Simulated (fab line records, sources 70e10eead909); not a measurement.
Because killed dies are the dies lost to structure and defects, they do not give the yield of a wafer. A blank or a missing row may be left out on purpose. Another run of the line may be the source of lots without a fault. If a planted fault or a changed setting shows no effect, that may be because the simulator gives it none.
Problem report, 8D (eight disciplines) form, completed by code | flow nand harc | the parts of the form that need people (team, actions taken, sign-off) are left out

== 1. PROBLEM STATEMENT ==
rf fwd power W at NHARC_THIN_TSV_ETCH_44 reads a mean of 421.0 W on 1 wafer of 1 lot; wafers without a fault read 299.8 W with a standard deviation of 0.95. So: +99 or more standard deviations from the usual mean.
The step: etches the open film in CF4/O2, target depth 1594.2 nm, time 797.1 s.
First observed at day 31 00:58: wafer L462.4, on rie diel-01. The record holds 36 wafers of 12 lots with a number at this step. Rule for "out" (also "out of limits"): further than 4 standard deviations from the usual mean. The rest of the wafers with a number are treated as sound.

== 2. WHAT IT IS; WHAT IT IS NOT ==
question                    | is                             | is not
which readings at this step | rf fwd power W, oes product au | drypump motor current A, rf vpp V, showerhead plenum p Torr, throttle valve pct
which lots                  | L462                           | L444, L446, L447, L448, L450, L451, L452, L453, L455, L465, L467
which wafers of those lots  | L462.4                         | L462.1, L462.6
read on which tools         | rie diel-01                    | rie diel-05, rie diel-06
when                        | from day 31 00:58              | up to then (29 sound wafers); but 6 sound wafers of L465, L467 came after

== 3. SUSPECTS, AND WHAT RULES EACH OUT ==
Counting: a tool at a process step up to the reading stays a suspect if it ran every lot that is out. Sound lots after the first of them don't rule it out here, since some wafers of a struck lot are sound.
- rie diel-01 at NHARC_THIN_TSV_ETCH_44 (etches the open film in CF4/O2, target depth 1594.2 nm, time 797.1 s): kept. The lot that is out, L462, ran on it at day 31 00:58; the last sound lot it ran before that was L453, at day 27 20:50. Its own readings are out on those wafers: oes product au, rf fwd power W.
- Within rie diel-01 at NHARC_THIN_TSV_ETCH_44: the wafers that are out ran in chamber 0; their sound lot-mates ran in chamber 1.
Left after counting: rie diel-01 at NHARC_THIN_TSV_ETCH_44.

== 4. THE CAUSE (what the simulator had put in) ==
rie diel-01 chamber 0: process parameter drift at NHARC_THIN_TSV_ETCH_44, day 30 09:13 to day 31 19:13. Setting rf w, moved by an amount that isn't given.
Counting left only this tool.

== 5. SEQUENCE OF EFFECTS, ordered by route ==
Each row: a reading whose mean over the struck wafers that have a number lies more than 3 standard deviations from the usual. Only readings whose record carries a usual standard deviation are examined. hours: median over the lots of the time between each lot's start at the first step of this table that gives one and its start at this step. sigmas: the change, counted in usual standard deviations.
hours | step                      | reading        | usual      | on struck wafers | change | sigmas
0     | NHARC_THIN_TSV_ETCH_44    | oes product au | 0.999 a.u. | 1.246            | +0.247 | +25
0     | NHARC_THIN_TSV_ETCH_44    | rf fwd power W | 299.8 W    | 421.0            | +121.2 | +99 or more
1     | NHARC_THIN_TSV_CD_MEAS_16 | cd nm          | 999.2 nm   | 992.8            | -6.4   | -3.8
The process steps in it:
- NHARC_THIN_TSV_ETCH_44: etches the open film in CF4/O2, target depth 1594.2 nm, time 797.1 s.

== 6. HOW IT WOULD HAVE BEEN CAUGHT EARLIER ==
In this record no reading fell out of limits until day 31 00:58, 16 hours after the fault had begun at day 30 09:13.
